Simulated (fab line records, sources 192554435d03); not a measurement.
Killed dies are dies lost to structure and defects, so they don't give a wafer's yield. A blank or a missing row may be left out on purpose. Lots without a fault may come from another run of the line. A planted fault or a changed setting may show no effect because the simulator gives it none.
fab line records | flow n5_finfet
record lots=15 wafers=44 last_day=17
route steps=1938 shown BEOL_M11@1538
lots that met no fault: from a run of the same line without faults
start_h: hours from the record's first day to the start of the lot's first wafer shown | wait_h: hours since the lot's step before | " the same as in the row above | L1.1+2: a row that stands for several wafers | - no value, or no start given | * or withheld: withheld | < > ~ a bound
route shown NAME@n: a module of which the file shows steps, and the number in the route of the first | usual: mean/standard deviation of fault-free wafers | same: alike in all rows | chamber/n: place in a boat | sites: the reading at each site | _std_site: their standard deviation | _edge_site: outer sites' mean less inner sites' | radius_mm: how far each site lies from the wafer's centre | mask NAME#n: copy n | behind: the tool/chamber that last shaped the wafer | hold: why the lot was held/for how many hours/how that ended | device: the transistor (n, p or np) that didn't switch | end of line: the same wafers' tests at the end of the route | a step without rows: its recipe alone | killed: dies lost to structure and defects at the first sort, not the wafer's yield | map: a wafer's dies, x killed, . not, _ none there
set.NAME: the setting as run; set.NAME@STEP: as run at that earlier step | model.NAME: the simulator's own value behind a step, which no gauge read
steps of the route over a sample of lots; a table a step, a row a wafer
## steps
# step N5_BEOL_M11_THK_MEAS_01
# recipe reads=SiCOH_lowk_of_BEOL_M11_ILD_DEP_00
# usual M11_ILD_THK=269/3.9
# columns lot.wafer tool chamber start_h wait_h M11_ILD_THK[nm]
L525.2 film_metro-01 - 217.87 0.7 269
L525.3 " - " " 268
L525.4 " - " " 270
L526.1 film_metro-01 - 228.70 0.8 261
L526.5 " - " " 273
L528.3 film_metro-01 - 254.46 0.3 267
L528.4 " - " " 277
L528.6 " - " " 269
L530.2 film_metro-01 - 254.54 0.4 265
L530.4 " - " " 276
L530.6 " - " " 271
L531.4 film_metro-02 - 268.80 0.2 274
L531.5 " - " " 272
L531.6 " - " " 271
L536.1 film_metro-01 - 284.77 0.4 267
L536.4 " - " " 275
L536.5 " - " " 275
L535.3 film_metro-01 - 292.38 0.3 263
L535.4 " - " " 269
L535.5 " - " " 273
L539.2 film_metro-01 - 304.44 0.4 265
L539.4 " - " " 267
L539.6 " - " " 271
L541.3 film_metro-02 - 314.93 0.3 267
L541.5 " - " " 269
L541.6 " - " " 276
L543.3 film_metro-01 - 321.75 0.3 268
L543.4 " - " " 271
L543.5 " - " " 271
L540.2 film_metro-02 - 322.64 0.4 266
L540.4 " - " " 268
L540.6 " - " " 268
L546.1 film_metro-02 - 342.20 0.4 266
L546.4 " - " " 271
L546.5 " - " " 274
L545.1 film_metro-02 - 343.92 0.4 264
L545.2 " - " " 266
L545.4 " - " " 270
L548.1 film_metro-01 - 357.05 0.4 269
L548.2 " - " " 263
L548.6 " - " " 269
L547.1 film_metro-02 - 362.32 0.4 273
L547.2 " - " " 270
L547.3 " - " " 269
# step N5_BEOL_M11_INSPECT_13
# recipe mode=adi inspect_instrument=brightfield
# usual raw_defect_count=443/110
# columns lot.wafer tool chamber start_h wait_h raw_defect_count
L525.2 defect_inspect-02 - 219.10 0.0 577
L525.3 " - " " 508
L525.4 " - " " 441
L526.1 defect_inspect-01 - 230.94 0.0 634
L526.5 " - " " 400
L528.3 defect_inspect-01 - 258.46 0.0 198
L528.4 " - " " 248
L528.6 " - " " 303
L530.2 defect_inspect-01 - 258.52 0.0 502
L530.4 " - " " 410
L530.6 " - " " 598
L531.4 defect_inspect-02 - 270.29 0.0 449
L531.5 " - " " 468
L531.6 " - " " 417
L536.1 defect_inspect-01 - 286.35 0.0 449
L536.4 " - " " 673
L536.5 " - " " 878
L535.3 defect_inspect-01 - 293.46 0.0 521
L535.4 " - " " 413
L535.5 " - " " 420
L539.2 defect_inspect-01 - 306.06 0.0 543
L539.4 " - " " 398
L539.6 " - " " 397
L541.3 defect_inspect-02 - 319.67 0.1 497
L541.5 " - " " 446
L541.6 " - " " 553
L543.3 defect_inspect-02 - 323.75 0.0 435
L543.4 " - " " 511
L543.5 " - " " 410
L540.2 defect_inspect-02 - 324.07 0.0 339
L540.4 " - " " 431
L540.6 " - " " 543
L546.1 defect_inspect-01 - 344.32 0.0 457
L546.4 " - " " 360
L546.5 " - " " 353
L545.1 defect_inspect-02 - 344.82 0.0 462
L545.2 " - " " 399
L545.4 " - " " 500
L548.1 defect_inspect-02 - 360.07 0.0 460
L548.2 " - " " 303
L548.6 " - " " 485
L547.1 defect_inspect-01 - 364.72 0.0 321
L547.2 " - " " 377
L547.3 " - " " 334
# step N5_BEOL_M11_CD_MEAS_18
# recipe pitch_nm=140 target_cd_nm=70
# usual cd_nm=70.1/0.84
# columns lot.wafer tool chamber start_h wait_h cd_nm
L525.2 cd_sem-02 - 219.63 0.1 68.6
L525.3 " - " " 69.9
L525.4 " - " " 69.3
L526.1 cd_sem-03 - 231.60 0.0 70.7
L526.5 " - " " 70.3
L528.3 cd_sem-01 - 258.97 0.1 69.9
L528.4 " - " " 68.9
L528.6 " - " " 69.5
L530.2 cd_sem-02 - 259.10 0.1 69.4
L530.4 " - " " 69.0
L530.6 " - " " 69.7
L531.4 cd_sem-03 - 270.78 0.0 70.4
L531.5 " - " " 70.6
L531.6 " - " " 71.2
L536.1 cd_sem-01 - 286.85 0.0 71.0
L536.4 " - " " 69.0
L536.5 " - " " 69.1
L535.3 cd_sem-03 - 294.35 0.1 70.3
L535.4 " - " " 70.4
L535.5 " - " " 69.4
L539.2 cd_sem-03 - 307.15 0.1 70.3
L539.4 " - " " 70.1
L539.6 " - " " 70.1
L541.3 cd_sem-01 - 320.28 0.1 71.7
L541.5 " - " " 69.9
L541.6 " - " " 69.9
L543.3 cd_sem-02 - 324.32 0.1 69.5
L543.4 " - " " 68.4
L543.5 " - " " 69.6
L540.2 cd_sem-03 - 324.58 0.1 69.5
L540.4 " - " " 69.6
L540.6 " - " " 69.4
L546.1 cd_sem-02 - 344.93 0.0 69.6
L546.4 " - " " 70.9
L546.5 " - " " 70.9
L545.1 cd_sem-02 - 345.39 0.0 71.3
L545.2 " - " " 70.2
L545.4 " - " " 69.3
L548.1 cd_sem-02 - 360.56 0.0 69.0
L548.2 " - " " 70.1
L548.6 " - " " 71.8
L547.1 cd_sem-01 - 365.28 0.0 69.9
L547.2 " - " " 69.8
L547.3 " - " " 69.9
# step N5_BEOL_M11_DEVELOP_27
# recipe develop_time_s=30 developer=TMAH resist=CAR-ArF rinse_liquid=diw dry=air_spin dev_temp_c=23
# usual chill_plate_temp_C=22.99/0.11 develop_time_s=30/0
# columns lot.wafer tool chamber start_h wait_h chill_plate_temp_C develop_time_s
L525.2 litho_track-02 0 222.54 - 23.10 30
L525.3 " 0 " " 23.12 30
L525.4 " 0 " " 23.13 30
L526.1 litho_track-04 0 234.21 - 23.01 30
L526.5 " 0 " " 23.05 30
L528.3 litho_track-02 0 259.33 - 22.93 30
L528.4 " 0 " " 23.04 30
L528.6 " 0 " " 22.80 30
L530.2 litho_track-04 0 259.50 - 23.15 30
L530.4 " 0 " " 23.11 30
L530.6 " 0 " " 23.15 30
L531.4 litho_track-02 0 274.23 - 22.81 30
L531.5 " 0 " " 23.05 30
L531.6 " 0 " " 22.97 30
L536.1 litho_track-04 0 288.80 - 22.94 30
L536.4 " 0 " " 22.83 30
L536.5 " 0 " " 23.09 30
L535.3 litho_track-04 0 294.70 - 22.97 30
L535.4 " 0 " " 22.97 30
L535.5 " 0 " " 22.82 30
L539.2 litho_track-03 0 308.18 - 23.02 30
L539.4 " 0 " " 23.05 30
L539.6 " 0 " " 22.99 30
L541.3 litho_track-02 - 322.46 - - -
L541.5 " - " " - -
L541.6 " - " " - -
L543.3 litho_track-04 - 324.93 - - -
L543.4 " - " " - -
L543.5 " - " " - -
L540.2 litho_track-04 - 325.10 - - -
L540.4 " - " " - -
L540.6 " - " " - -
L545.1 litho_track-03 0 345.66 - 22.80 30
L545.2 " 0 " " 22.98 30
L545.4 " 0 " " 22.80 30
L546.1 litho_track-03 0 345.83 - 22.84 30
L546.4 " 0 " " 22.96 30
L546.5 " 0 " " 22.87 30
L548.1 litho_track-02 0 360.94 - 23.08 30
L548.2 " 0 " " 23.02 30
L548.6 " 0 " " 23.14 30
L547.1 litho_track-04 0 365.51 - 22.95 30
L547.2 " 0 " " 23.08 30
L547.3 " 0 " " 23.16 30
## key
first_sign step=N5_BEOL_M11_DEVELOP_27 reading=tool_record direction=missing
effect none on later readings
met_at N5_BEOL_M11_DEVELOP_27
struck_lots L540,L541,L543
later_rows_left_out L540.2,L540.4,L540.6,L541.3,L541.5,L541.6,L543.3,L543.4,L543.5
sort_left_out L540.2,L540.4,L540.6,L541.3,L541.5,L541.6,L543.3,L543.4,L543.5
not_acting_at N5_BEOL_M11_THK_MEAS_01,N5_BEOL_M11_INSPECT_13,N5_BEOL_M11_CD_MEAS_18
onset_between 294.70 322.46
fault kind=skipped_step_whole tool=litho_track-02,litho_track-04 chamber=- onset_h=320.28 steps=N5_BEOL_M11_DEVELOP_27 scope=struck_lots_only
# sort_left_out: the simulated sort isn't trusted on such a fault, so these wafers' sort isn't shown, and their yield isn't known
# later_rows_left_out: the simulator's readings of these wafers behind a module that went badly wrong aren't trusted and aren't shown, but for the sort
